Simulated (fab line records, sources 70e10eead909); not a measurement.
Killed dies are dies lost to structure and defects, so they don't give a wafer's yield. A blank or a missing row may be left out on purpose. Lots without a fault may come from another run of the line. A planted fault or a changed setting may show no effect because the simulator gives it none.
Which tool did it? | flow nand_harc | 14 lots, 42 wafers sampled, at 5 steps of a route of 1302

WHAT THE GAUGES READ, wafer by wafer
NHARC_A_ONON_D2_THK_MEAS_14: measures by ellipsometry.
lot  | measured     | on            | thk_nm (nm)
L630 | day 12 21:54 | film_metro-01 | 988 989 986
L631 | day 13 16:22 | film_metro-02 | 1009 1009 1009
L632 | day 13 16:20 | film_metro-01 | 1004 1003 1002
L634 | day 14 12:59 | film_metro-01 | 1000 999 998
L638 | day 17 04:39 | film_metro-02 | 714 712 1009
L641 | day 17 13:02 | film_metro-02 | 999 998 995
L643 | day 18 07:53 | film_metro-01 | 694 991 693
L644 | day 18 23:40 | film_metro-01 | 997 995 997
L647 | day 20 16:32 | film_metro-01 | 1017 1016 1017
L648 | day 20 16:22 | film_metro-02 | 982 984 981
L649 | day 20 16:42 | film_metro-02 | 997 997 998
L650 | day 21 21:40 | film_metro-02 | 998 999 1000
L651 | day 21 21:52 | film_metro-01 | 995 997 997
L652 | day 22 08:28 | film_metro-02 | 994 997 995

NHARC_A_ONON_D2_THK_MEAS_24: measures by ellipsometry.
lot  | measured     | on            | thk_nm (nm)
L630 | day 13 04:09 | film_metro-01 | 992 992 992
L631 | day 14 01:11 | film_metro-01 | 1017 1017 1017
L632 | day 14 01:10 | film_metro-02 | 994 994 993
L634 | day 14 21:10 | film_metro-01 | 1000 1001 1002
L638 | day 17 13:11 | film_metro-01 | 1011 1008 1008
L641 | day 17 23:12 | film_metro-01 | 995 994 994
L643 | day 18 16:28 | film_metro-01 | 1002 1004 1002
L644 | day 19 08:10 | film_metro-01 | 1006 1004 1004
L647 | day 21 01:32 | film_metro-02 | 1008 1006 1007
L648 | day 21 01:31 | film_metro-02 | 993 993 995
L649 | day 21 01:32 | film_metro-01 | 1006 1007 1007
L650 | day 22 06:08 | film_metro-01 | 1012 1012 1012
L651 | day 22 06:09 | film_metro-02 | 1000 1001 998
L652 | day 22 19:11 | film_metro-01 | 1000 999 1001

WHICH TOOL RAN EACH LOT (tool, then ch and the chambers of the sampled wafers, then the start)
lot  | NHARC_A_CHANNEL_FILL_D1_STRIP_28   | NHARC_A_DECK1_JOINT_ETCHBACK_00  | NHARC_A_ONON_D2_DEP_12
L630 | rie_diel-10 ch 1,3, day 9 21:21    | rie_si-05 ch 0,2,3, day 11 11:40 | pecvd_onon-01 ch 0, day 12 21:27
L631 | rie_diel-11 ch 1,2,3, day 10 21:01 | rie_si-05 ch 1,2, day 12 11:47   | pecvd_onon-01 ch 0, day 13 15:51
L632 | rie_diel-13 ch 1,2,3, day 11 03:08 | rie_si-03 ch 0,2,3, day 12 15:47 | pecvd_onon-02 ch 0, day 13 15:50
L634 | rie_diel-13 ch 1,3, day 11 18:00   | rie_si-05 ch 1,2, day 13 04:03   | pecvd_onon-04 ch 0, day 14 12:29
L638 | rie_diel-13 ch 1,2,3, day 14 09:56 | rie_si-03 ch 0,1, day 16 01:34   | pecvd_onon-04 ch 0, day 17 04:08
L641 | rie_diel-11 ch 0,2,3, day 15 03:30 | rie_si-06 ch 0,1,2, day 16 13:46 | pecvd_onon-01 ch 0, day 17 12:32
L643 | rie_diel-11 ch 0,1, day 15 22:03   | rie_si-05 ch 1,2,3, day 17 08:38 | pecvd_onon-04 ch 0, day 18 07:26
L644 | rie_diel-11 ch 0,2,3, day 16 06:34 | rie_si-06 ch 0,2, day 17 21:54   | pecvd_onon-02 ch 0, day 18 23:09
L647 | rie_diel-13 ch 0,2,3, day 17 18:04 | rie_si-03 ch 0,1,2, day 19 12:11 | pecvd_onon-02 ch 0, day 20 16:09
L648 | rie_diel-13 ch 0,1,3, day 17 22:34 | rie_si-06 ch 0,1,3, day 19 12:11 | pecvd_onon-01 ch 0, day 20 15:52
L649 | rie_diel-10 ch 0,1,3, day 18 05:49 | rie_si-03 ch 0,1,3, day 19 16:09 | pecvd_onon-04 ch 0, day 20 16:18
L650 | rie_diel-10 ch 0,1,2, day 19 01:28 | rie_si-05 ch 0,2,3, day 20 11:46 | pecvd_onon-01 ch 0, day 21 21:08
L651 | rie_diel-13 ch 2,3, day 19 08:54   | rie_si-03 ch 0,1,2, day 20 19:17 | pecvd_onon-02 ch 0, day 21 21:25
L652 | rie_diel-10 ch 1,2,3, day 19 17:55 | rie_si-03 ch 0,1,2, day 21 04:17 | pecvd_onon-04 ch 0, day 22 08:08
- NHARC_A_CHANNEL_FILL_D1_STRIP_28: strips in O2, time 20 s.
- NHARC_A_DECK1_JOINT_ETCHBACK_00: etches the open film in HBr, target depth 30 nm, time 17.4 s.
- NHARC_A_ONON_D2_DEP_12: target thk 1000 nm.

WHAT THE TOOLS THEMSELVES READ (means of the sampled wafers that have a number; where no wafer has one, the mark that the record gives instead)
NHARC_A_CHANNEL_FILL_D1_STRIP_28.
lot  | tool        | drypump_motor_current_A (A) | oes_product_au (a.u.) | rf_vpp_V (V) | showerhead_plenum_p_Torr (Torr) | throttle_valve_pct (%)
L630 | rie_diel-10 | 5.8                         | 1.001                 | 58.1         | 3.42                            | 17.036
L631 | rie_diel-11 | 5.5                         | 0.997                 | 58.1         | 3.50                            | 17.040
L632 | rie_diel-13 | 5.8                         | 1.000                 | 56.2         | 3.50                            | 17.040
L634 | rie_diel-13 | 5.9                         | 0.999                 | 57.4         | 3.57                            | 17.033
L638 | rie_diel-13 | 5.8                         | 1.003                 | 58.1         | 3.50                            | 17.037
L641 | rie_diel-11 | 5.7                         | 0.997                 | 57.6         | 3.58                            | 17.033
L643 | rie_diel-11 | 6.2                         | 0.997                 | 58.0         | 3.60                            | 17.033
L644 | rie_diel-11 | 5.7                         | 0.994                 | 57.9         | 3.57                            | 17.038
L647 | rie_diel-13 | 5.9                         | 0.999                 | 56.9         | 3.53                            | 17.037
L648 | rie_diel-13 | 5.9                         | 1.000                 | 58.3         | 3.65                            | 17.041
L649 | rie_diel-10 | 6.0                         | 0.999                 | 56.9         | 3.44                            | 17.041
L650 | rie_diel-10 | 5.6                         | 1.000                 | 58.4         | 3.46                            | 17.029
L651 | rie_diel-13 | 5.8                         | 0.990                 | 57.1         | 3.38                            | 17.033
L652 | rie_diel-10 | 5.6                         | 0.998                 | 58.0         | 3.44                            | 17.040

NHARC_A_DECK1_JOINT_ETCHBACK_00.
lot  | tool      | drypump_motor_current_A (A) | hbr_flow_sccm (sccm) | oes_product_au (a.u.) | throttle_valve_pct (%)
L630 | rie_si-05 | 5.69                        | 149.9                | 1.004                 | 23.268
L631 | rie_si-05 | 5.77                        | 150.0                | 0.992                 | 23.273
L632 | rie_si-03 | 5.98                        | 150.2                | 0.999                 | 23.259
L634 | rie_si-05 | 5.65                        | 150.0                | 1.004                 | 23.268
L638 | rie_si-03 | 5.54                        | 149.9                | 1.006                 | 23.271
L641 | rie_si-06 | 5.65                        | 150.2                | 1.006                 | 23.269
L643 | rie_si-05 | 5.71                        | 150.0                | 1.001                 | 23.262
L644 | rie_si-06 | 5.52                        | 149.9                | 1.003                 | 23.266
L647 | rie_si-03 | 5.68                        | 150.5                | 0.992                 | 23.271
L648 | rie_si-06 | 5.60                        | 150.0                | 0.995                 | 23.271
L649 | rie_si-03 | 5.69                        | 150.0                | 0.996                 | 23.268
L650 | rie_si-05 | 5.69                        | 149.8                | 1.001                 | 23.266
L651 | rie_si-03 | 5.67                        | 149.8                | 0.989                 | 23.272
L652 | rie_si-03 | 5.69                        | 150.1                | 0.997                 | 23.271

THE ANSWER, worked out from the rows above alone
Rule: what is usual is taken from the lots themselves. Put in order of their means at a reading, lots are off if they are a third of the lots or fewer, leave a main group of 4 or more, and stand apart from it by a gap of 3 or more times the standard deviation of the main group's means; of several such gaps the widest counts. A main group whose means are all the same, to the digits that the tables above print for the reading, isn't used. A lot without any number at a reading at which 4 lots or more have one is off too. The other lots that the step has rows for count as sound. The gauges are gone through in route order, then the tools' own readings, and for those a lot's mean is taken as printed above. The first step at which some lot is off is used, and at that step the reading that is off furthest; a lot without a number counts as furthest.
Off: L638, L643, at NHARC_A_ONON_D2_THK_MEAS_14 (thk_nm). The main group: mean 998 nm, standard deviation 8.5.
A tool fits if, at a process step before that reading, it ran every lot that is off, and no sound lot after the first of them. The gauges at NHARC_A_ONON_D2_THK_MEAS_14 are tried like those tools. None of those tried fits.

WHAT THE SIMULATOR HAD PUT IN
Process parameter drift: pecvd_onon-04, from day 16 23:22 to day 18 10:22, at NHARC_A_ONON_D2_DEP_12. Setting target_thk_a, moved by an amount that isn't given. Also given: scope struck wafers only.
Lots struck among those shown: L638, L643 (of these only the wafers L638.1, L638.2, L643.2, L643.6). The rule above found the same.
